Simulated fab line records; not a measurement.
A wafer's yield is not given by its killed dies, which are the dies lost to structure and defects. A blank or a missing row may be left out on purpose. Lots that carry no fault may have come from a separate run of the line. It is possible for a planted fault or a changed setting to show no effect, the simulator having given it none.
fab line records	flow n5Finfet
record: lots: 9	wafers: 27	lastDay: 17
route steps=1938 shown DUMMY_GATE@241 SD_EPI_N@267 PASSIVATION@1936
lots that met no fault: taken from a fault-free run of the same line
startH: hours from the record's first day to the start of the lot's first wafer shown	waitH: time in hours since the lot's previous step	" the same as in the row above	L1.1+2: a row that stands for several wafers	- no value, or no start given	* or withheld: withheld	< > ~ a bound
route shown NAME@n: a module of which the file shows steps, and the number in the route of the first	usual: the fault-free wafers' mean and standard deviation	same: alike in all rows	chamber/n: place in a boat	sites: readings site by site	_std_site: standard deviation across them	_edge_site: the outer-site mean with the inner-site mean subtracted	radiusMm: for every site, how far away it sits from the centre of the wafer	mask NAME#n: copy n	behind: the last tool/chamber to shape the wafer	hold: reason for holding the lot/hours on hold/outcome of the hold	device: the n, p or np transistor that did not switch	end of line: at the end of the route, the tests of the same wafers	for a step that has no rows: nothing shown but its recipe	killed: not the wafer's yield, but the dies lost to structure and defects at the first sort	map: shows each die of a wafer: x if killed, . if not, _ if none is there
set.NAME: the setting as run; set.NAME@STEP: as run at that earlier step	model.NAME: the simulator's own value behind a step, which no gauge read
a sample of lots followed through the steps of the route, with each step as a table and each wafer as a row
services: when a tool's chamber went out of use (startH, in hours from the record's first day, below 0 if earlier), for how many hours, and the reason
== steps ==
step: N5_DUMMY_GATE_STRIP_40
recipe: chemistry: CF4	resist: SiARC	powerW: 300	biasPowerW: 75	pressureMtorr: 50	cf4FlowSccm: 150	rfFrequencyHz: 6e+07
usual: biasPowerW: 75.02/0.21	drypumpMotorCurrentA: 5.51/0.26	oesProductAu: 0.77/0.075	rfFwdPowerW: 292.5/0.9	rfVppV: 271.4/1.4	showerheadPlenumPTorr: 1.80/0.05	throttleValvePct: 13.56/0.27
lot.wafer	tool	chamber	startH	waitH	biasPowerW	drypumpMotorCurrentA	oesProductAu	rfFwdPowerW	rfHoursCounterH	rfVppV	showerheadPlenumPTorr	throttleValvePct
L964.1	rieDiel-06	1	51.21	0.1	74.90	5.28	0.71	291.6	174	270.4	1.79	13.67
L964.2	"	3	"	"	75.01	5.89	0.91	292.8	28	273.5	1.89	13.07
L964.3	"	2	"	"	74.95	5.42	0.75	292.6	146	273.4	1.87	13.42
L967.2	rieDiel-01	3	71.64	0.1	75.37	5.14	0.90	290.8	22	270.9	1.82	13.59
L967.3	"	2	"	"	74.69	5.72	0.70	293.8	201	272.6	1.85	14.04
L967.6	"	3	"	"	75.07	5.14	0.90	292.9	-	273.4	1.82	13.57
L971.1	rieDiel-02	0	95.60	0.1	74.43	5.11	0.70	292.6	208	272.2	1.83	13.66
L971.2	"	3	"	"	75.19	5.31	0.80	291.3	129	270.4	1.72	13.55
L971.6	"	2	"	"	75.03	5.81	0.86	293.1	-	272.3	1.82	13.10
L980.1	rieDiel-01	0	147.05	0.1	74.85	5.43	0.77	292.2	142	269.1	1.73	13.63
L980.4	"	2	"	"	74.93	5.72	0.68	292.4	223	272.5	1.85	14.10
L980.5	"	2	"	"	74.89	5.71	0.68	290.5	-	271.8	1.85	14.09
L981.2	rieDiel-06	3	157.33	0.1	75.01	5.88	0.86	292.4	61	272.9	1.88	13.13
L981.4	"	0	"	"	75.25	5.77	0.69	294.5	220	271.9	1.79	13.88
L981.6	"	0	"	"	75.26	5.79	0.69	293.2	-	269.8	1.79	13.88
L982.1	rieDiel-01	2	163.32	0.1	75.23	5.74	0.68	293.3	228	273.0	1.84	14.09
L982.4	"	3	"	"	74.92	5.14	0.86	293.3	49	272.5	1.81	13.64
L982.6	"	2	"	"	75.30	5.72	0.68	293.6	-	271.4	1.84	14.09
L983.1	rieDiel-01	3	166.42	0.1	75.10	5.15	0.86	291.8	50	270.8	1.81	13.62
L983.2	"	1	"	"	75.04	5.48	0.68	291.4	249	273.1	1.83	13.59
L983.6	"	0	"	"	74.87	5.41	0.75	291.7	-	270.6	1.72	13.64
L984.3	rieDiel-02	0	174.46	0.1	74.87	5.11	0.68	293.1	231	272.9	1.83	13.69
L984.5	"	2	"	"	74.94	5.85	0.84	292.0	-	270.0	1.81	13.14
L984.6	"	3	"	"	75.15	5.34	0.76	291.1	-	271.1	1.72	13.58
L986.1	rieDiel-06	2	189.16	0.1	75.14	5.44	0.72	291.6	181	272.0	1.86	13.51
L986.2	"	1	"	"	74.84	5.31	0.68	293.8	218	271.3	1.78	13.80
L986.3	"	0	"	"	75.05	5.78	0.69	294.1	231	271.0	1.79	13.92
step: N5_DUMMY_GATE_STRIP_48
recipe: chemistry: N2/H2	timeS: 20	powerW: 100	tempC: 40	pressureMtorr: 100	rfFrequencyHz: 6e+07	biasPowerW: 3	n2FlowSccm: 300	h2FlowSccm: 300
usual: biasPowerW: 2.999/0.0098	drypumpMotorCurrentA: 5.53/0.25	n2FlowSccm: 299.9/0.82	oesProductAu: 0.77/0.079	rfVppV: 45.3/0.83	showerheadPlenumPTorr: 3.41/0.098	throttleValvePct: 12.21/0.27
same: timeS: 20
lot.wafer	tool	chamber	startH	waitH	biasPowerW	drypumpMotorCurrentA	n2FlowSccm	oesProductAu	rfHoursCounterH	rfVppV	showerheadPlenumPTorr	throttleValvePct
L964.1	rieDiel-01	2	51.86	0.0	2.998	5.73	299.2	0.71	195	45.0	3.47	12.58
L964.2	"	3	"	"	2.998	5.19	299.7	0.93	15	46.9	3.44	12.06
L964.3	"	0	"	"	3.011	5.43	300.2	0.80	115	44.6	3.26	12.13
L967.2	rieDiel-02	0	72.29	0.0	2.983	5.13	300.3	0.71	202	47.2	3.48	12.44
L967.3	"	3	"	"	2.998	5.36	299.0	0.79	123	45.2	3.25	12.17
L967.6	"	1	"	"	3.020	5.66	300.8	0.89	-	45.4	3.31	11.98
L971.1	rieDiel-01	0	96.24	0.0	2.993	5.43	300.1	0.77	128	46.0	3.25	12.17
L971.2	"	3	"	"	2.999	5.17	298.8	0.90	29	46.0	3.43	12.12
L971.6	"	1	"	"	2.995	5.49	299.7	0.71	-	46.5	3.47	12.24
L980.1	rieDiel-01	3	147.69	0.0	3.001	5.18	300.2	0.87	44	46.3	3.42	12.15
L980.4	"	0	"	"	3.006	5.43	300.0	0.77	142	45.1	3.24	12.22
L980.5	"	1	"	"	2.991	5.50	300.3	0.70	-	47.1	3.46	12.26
L981.2	rieDiel-06	1	158.16	0.0	2.982	5.36	299.6	0.69	208	44.8	3.34	12.39
L981.4	"	3	"	"	2.987	5.91	300.6	0.88	61	46.3	3.56	11.73
L981.6	"	0	"	"	3.008	5.79	300.2	0.71	-	44.8	3.35	12.45
L982.1	rieDiel-02	3	163.96	0.0	3.005	5.36	299.1	0.76	149	44.7	3.24	12.23
L982.4	"	2	"	"	2.983	5.85	300.7	0.85	71	47.3	3.42	11.71
L982.6	"	0	"	"	3.005	5.12	300.5	0.68	-	45.2	3.47	12.49
L983.1	rieDiel-01	2	167.70	0.0	3.000	5.76	299.4	0.69	229	44.2	3.46	12.65
L983.2	"	3	"	"	3.008	5.18	301.4	0.86	51	45.1	3.42	12.17
L983.6	"	0	"	"	3.004	5.44	299.7	0.76	-	44.4	3.24	12.23
L984.3	rieDiel-06	3	175.10	0.0	3.002	5.94	298.9	0.87	66	45.8	3.55	11.75
L984.5	"	1	"	"	2.993	5.34	300.5	0.68	-	45.7	3.34	12.39
L984.6	"	2	"	"	2.994	5.45	300.5	0.73	-	44.5	3.51	12.26
L986.1	rieDiel-06	2	189.80	0.0	2.988	5.42	300.1	0.72	182	45.8	3.51	12.25
L986.2	"	0	"	"	3.002	5.81	300.0	0.70	231	44.9	3.34	12.48
L986.3	"	1	"	"	2.990	5.33	299.9	0.68	218	45.6	3.34	12.41
step: N5_SD_EPI_N_EXPOSE_06
recipe: maskId: SD_N_BLK	na: 1.35	sourceShape: conventional	sigmaOuter: 0.8	polarization: unpolarized	targetCdNm: 120	doseMj: 39.75
usual: exposureDoseMJCm2: 39.74/0.037
lot.wafer	tool	chamber	startH	waitH	mask	exposureDoseMJCm2
L964.1	arfiScanner-01	0	52.93	-	SD_N_BLK#0	39.70
L964.2	"	0	"	"	SD_N_BLK#0	39.74
L964.3	"	0	"	"	SD_N_BLK#0	39.76
L967.2	arfiScanner-02	0	73.66	-	SD_N_BLK#0	39.81
L967.3	"	0	"	"	SD_N_BLK#0	39.76
L967.6	"	0	"	"	SD_N_BLK#0	39.76
L971.1	arfiScanner-01	0	97.33	-	SD_N_BLK#0	39.75
L971.2	"	0	"	"	SD_N_BLK#0	39.75
L971.6	"	0	"	"	SD_N_BLK#0	39.77
L980.1	arfiScanner-01	0	149.46	-	SD_N_BLK#0	43.55
L980.4	"	0	"	"	SD_N_BLK#0	43.57
L980.5	"	0	"	"	SD_N_BLK#0	43.58
L981.2	arfiScanner-02	0	159.23	-	SD_N_BLK#0	39.74
L981.4	"	0	"	"	SD_N_BLK#0	39.77
L981.6	"	0	"	"	SD_N_BLK#0	39.75
L982.1	arfiScanner-01	0	165.02	-	SD_N_BLK#0	42.83
L982.4	"	0	"	"	SD_N_BLK#0	42.78
L982.6	"	0	"	"	SD_N_BLK#0	42.83
L983.1	arfiScanner-02	0	168.76	-	SD_N_BLK#0	39.75
L983.2	"	0	"	"	SD_N_BLK#0	39.76
L983.6	"	0	"	"	SD_N_BLK#0	39.76
L984.3	arfiScanner-03	0	176.19	-	SD_N_BLK#0	39.71
L984.5	"	0	"	"	SD_N_BLK#0	39.71
L984.6	"	0	"	"	SD_N_BLK#0	39.74
L986.1	arfiScanner-03	0	190.87	-	SD_N_BLK#0	39.74
L986.2	"	0	"	"	SD_N_BLK#0	39.76
L986.3	"	0	"	"	SD_N_BLK#0	39.76
step: N5_SD_EPI_N_CD_MEAS_09
recipe: targetCdNm: 120	landingEnergyEv: 500	detector: seInlens
usual: cdNm: 120.2/0.85
lot.wafer	tool	chamber	startH	waitH	cdNm
L964.1	cdSem-02	0	53.05	-	118.7
L964.2	"	0	"	"	118.2
L964.3	"	0	"	"	117.9
L967.2	cdSem-02	0	73.78	-	119.6
L967.3	"	0	"	"	119.8
L967.6	"	0	"	"	120.7
L971.1	cdSem-01	0	97.46	-	120.7
L971.2	"	0	"	"	121.3
L971.6	"	0	"	"	120.3
L980.1	cdSem-01	0	149.59	-	127.6
L980.4	"	0	"	"	128.3
L980.5	"	0	"	"	126.9
L981.2	cdSem-03	0	159.35	-	120.6
L981.4	"	0	"	"	119.9
L981.6	"	0	"	"	120.6
L982.1	cdSem-02	0	165.15	-	123.9
L982.4	"	0	"	"	124.9
L982.6	"	0	"	"	124.1
L983.1	cdSem-03	0	168.89	-	121.0
L983.2	"	0	"	"	120.4
L983.6	"	0	"	"	121.0
L984.3	cdSem-02	0	176.30	-	120.7
L984.5	"	0	"	"	121.5
L984.6	"	0	"	"	120.7
L986.1	cdSem-02	0	190.99	-	119.9
L986.2	"	0	"	"	120.2
L986.3	"	0	"	"	119.4
step: N5_SD_EPI_N_DESCUM_14
recipe: chemistry: O2	timeS: 7.9	sourcePowerW: 50	biasPowerW: 20	pressureMtorr: 20	rfFrequencyHz: 2.712e+07	tempC: 40	resist: CAR-ArF-block	o2FlowSccm: 225
usual: biasPowerW: 20.00/0.059	drypumpMotorCurrentA: 6.0/0.45	oesProductAu: 0.76/0.081	rfFwdPowerW: 49.28/0.22	rfVppV: 243.1/1.3	showerheadPlenumPTorr: 2.08/0.065	throttleValvePct: 20.33/0.25
same: timeS: 7.9
lot.wafer	tool	chamber	startH	waitH	biasPowerW	drypumpMotorCurrentA	oesProductAu	rfFwdPowerW	rfHoursCounterH	rfVppV	showerheadPlenumPTorr	throttleValvePct
L964.1	rieDiel-03	1	53.15	0.0	20.02	6.6	0.94	49.22	14	243.9	2.05	19.95
L964.2	"	2	"	"	19.96	6.0	0.75	49.51	182	242.7	2.17	20.87
L964.3	"	0	"	"	19.98	5.4	0.75	49.26	145	242.8	2.10	20.43
L967.2	rieDiel-04	1	73.87	0.0	19.93	6.1	0.72	49.80	189	244.8	2.18	20.20
L967.3	"	3	"	"	19.96	6.1	0.85	49.20	77	241.8	2.03	20.08
L967.6	"	3	"	"	19.95	6.1	0.85	49.09	-	242.8	2.03	20.08
L971.1	rieDiel-05	3	97.89	0.4	19.95	6.1	0.72	49.36	204	244.8	2.14	20.04
L971.2	"	1	"	"	19.95	5.0	0.74	49.19	167	242.0	2.08	20.11
L971.6	"	2	"	"	20.02	5.9	0.70	49.10	-	242.9	1.99	20.56
L980.1	rieDiel-03	3	149.90	0.3	19.90	5.5	0.91	49.49	28	240.9	2.05	20.35
L980.4	"	2	"	"	20.00	6.0	0.73	49.36	210	244.4	2.16	20.91
L980.5	"	1	"	"	20.07	6.6	0.88	49.16	-	241.0	2.04	20.01
L981.2	rieDiel-03	1	159.44	0.0	20.00	6.6	0.88	48.84	51	242.9	2.04	20.04
L981.4	"	0	"	"	20.01	5.3	0.73	49.12	181	243.5	2.09	20.48
L981.6	"	2	"	"	20.12	6.0	0.72	49.59	-	242.2	2.16	20.92
L982.1	rieDiel-04	2	165.24	0.0	20.07	6.3	0.71	49.10	207	243.6	2.05	20.56
L982.4	"	3	"	"	20.00	6.1	0.81	49.01	-	241.7	2.02	20.14
L982.6	"	2	"	"	20.04	6.4	0.71	49.07	-	242.6	2.05	20.53
L983.1	rieDiel-05	2	168.98	0.0	19.93	6.0	0.69	48.92	241	241.9	1.98	20.61
L983.2	"	3	"	"	20.02	6.1	0.70	49.10	228	243.8	2.13	20.08
L983.6	"	3	"	"	19.98	6.1	0.70	49.25	-	243.2	2.13	20.08
L984.3	rieDiel-04	3	176.81	0.5	20.04	6.1	0.80	49.10	118	241.3	2.01	20.14
L984.5	"	2	"	"	19.98	6.4	0.70	49.16	-	242.8	2.04	20.56
L984.6	"	1	"	"	20.01	6.1	0.69	49.56	-	243.6	2.16	20.27
L986.1	rieDiel-04	3	191.27	0.2	19.99	6.0	0.79	49.02	125	242.9	2.01	20.15
L986.2	"	2	"	"	19.97	6.4	0.71	49.28	220	243.1	2.04	20.57
L986.3	"	1	"	"	20.01	6.1	0.69	49.36	237	244.5	2.16	20.29
step: N5_PASSIVATION_PROBE_49
usual: killed_at_M0_to_M3: 34/11	killed_at_M4_up: 14/5.7	killedAtContacts: 14/6.9	killedAtFrontEnd: 40/11	killedAtOther: 4/3.1	killedDies: 105/17	killedOpen: 70/13	killedShort: 34/7.6
same: grossDies: 1180	killedAtBackSide: 0
lot.wafer	tool	chamber	startH	waitH	killed_at_M0_to_M3	killed_at_M4_up	killedAtContacts	killedAtFrontEnd	killedAtOther	killedDies	killedOpen	killedShort
L964.1	prober-02	-	278.40	0.0	17	20	24	53	4	118	86	30
L964.2	prober-02	-	278.45	0.1	20	9	17	35	0	81	51	28
L964.3	prober-02	-	278.50	0.1	43	7	11	40	1	102	62	38
L982.6	prober-01	-	403.52	0.3	55	13	16	34	2	120	84	35
killed by level:class
L964.1 MOL_CONTACT_COAG:geometricParticle:open=19 FIN_SAQP:geometricParticle:short=11 DUMMY_GATE:geometricParticle:open=11 STI_FIN_REVEAL:geometricParticle:open=10 FIN_SAQP:geometricParticle:open=9 BEOL_M1:geometricParticle:open=8 BEOL_M4:geometricParticle:open=7 MOL_CONTACT_COAG:geometricParticle:short=5
L964.2 MOL_CONTACT_COAG:geometricParticle:open=13 FIN_SAQP:geometricParticle:short=7 BEOL_M0_SAQP:geometricParticle:open=7 BEOL_M0_SAQP:geometricParticle:short=6 STARTING-WAFER:geometricParticle:open=6 DUMMY_GATE:geometricParticle:open=4 GATE_CUT:geometricParticle:short=4 MOL_CONTACT_COAG:geometricParticle:short=4
L964.3 FIN_SAQP:geometricParticle:open=12 BEOL_M2:geometricParticle:short=10 BEOL_M2:geometricParticle:open=7 FIN_SAQP:geometricParticle:short=6 BEOL_M0_SAQP:geometricParticle:short=6 MOL_CONTACT_COAG:geometricParticle:open=6 BEOL_M1:geometricParticle:open=6 BEOL_M4:geometricParticle:open=6
L982.6 STI_FIN_REVEAL:geometricParticle:open=13 MOL_CONTACT_COAG:geometricParticle:open=12 BEOL_M0_SAQP:geometricParticle:open=12 BEOL_M0_SAQP:geometricParticle:short=10 BEOL_M0:geometricParticle:open=9 BEOL_M3:geometricParticle:open=6 BEOL_M2:geometricParticle:open=5 FIN_SAQP:geometricParticle:open=4
== services ==
tool	chamber	startH	hours	kind
arfiScanner-03	-	31.90	1.0	pm
arfiScanner-01	-	36.57	1.3	pm
arfiScanner-02	-	42.05	0.8	pm
arfiScanner-02	-	58.00	3.8	repair
arfiScanner-02	-	69.04	3.1	pm
arfiScanner-01	-	79.49	1.0	pm
arfiScanner-01	-	81.32	1.0	pm
arfiScanner-01	-	83.15	0.2	repair
rieDiel-03	-	95.44	6.3	repair
arfiScanner-01	-	102.31	17.3	pm
arfiScanner-02	-	108.73	1.3	pm
rieDiel-04	1	111.29	4.4	repair
arfiScanner-01	-	119.64	0.8	pm
rieDiel-06	2	125.43	12.1	repair
rieDiel-04	0	137.60	42.6	repair
rieDiel-02	3	142.67	1.8	repair
arfiScanner-02	-	142.95	2.5	repair
arfiScanner-01	-	156.46	1.2	repair
arfiScanner-01	-	162.07	1.3	pm
arfiScanner-02	-	163.82	1.6	repair
rieDiel-01	2	164.28	2.8	repair
arfiScanner-01	-	167.13	3.1	pm
arfiScanner-02	-	172.83	1.0	pm
arfiScanner-02	-	179.12	6.2	repair
== key ==
firstSign: step: N5_SD_EPI_N_EXPOSE_06	reading: exposureDoseMJCm2	direction: up	sigmas: 94	usual: 39.74	struck: 43.19
effect: step: N5_SD_EPI_N_CD_MEAS_09	reading: cdNm	direction: up	sigmas: 6.8	usual: 120.2	struck: 126.0	through: controlLoop
metAt N5_SD_EPI_N_EXPOSE_06
struckLots L980,L982
testerLeftOut L980,L982
loopTrim: step: N5_SD_EPI_N_EXPOSE_06	setting: dose	lots: L982
notActingAt N5_DUMMY_GATE_STRIP_40,N5_DUMMY_GATE_STRIP_48,N5_SD_EPI_N_DESCUM_14
onsetBetween 97.33 149.46
fault: kind: processParameterDrift	tool: arfiScanner-01	chamber: -	onsetH: 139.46	steps: N5_SD_EPI_N_EXPOSE_06	channel: doseMj	offset: 3.8277	shape: step	actsIn: theseRecipesOnly	stated: 39.75
testerLeftOut: of these lots the tester's yield and bins aren't shown, on N5 and GAA mostly nor the transistor test; their killed dies are dies lost to structure and defects alone, not to doping, threshold or leakage, so they don't give the yield
loopTrim: a control loop set the setting to another value than it would have without faults
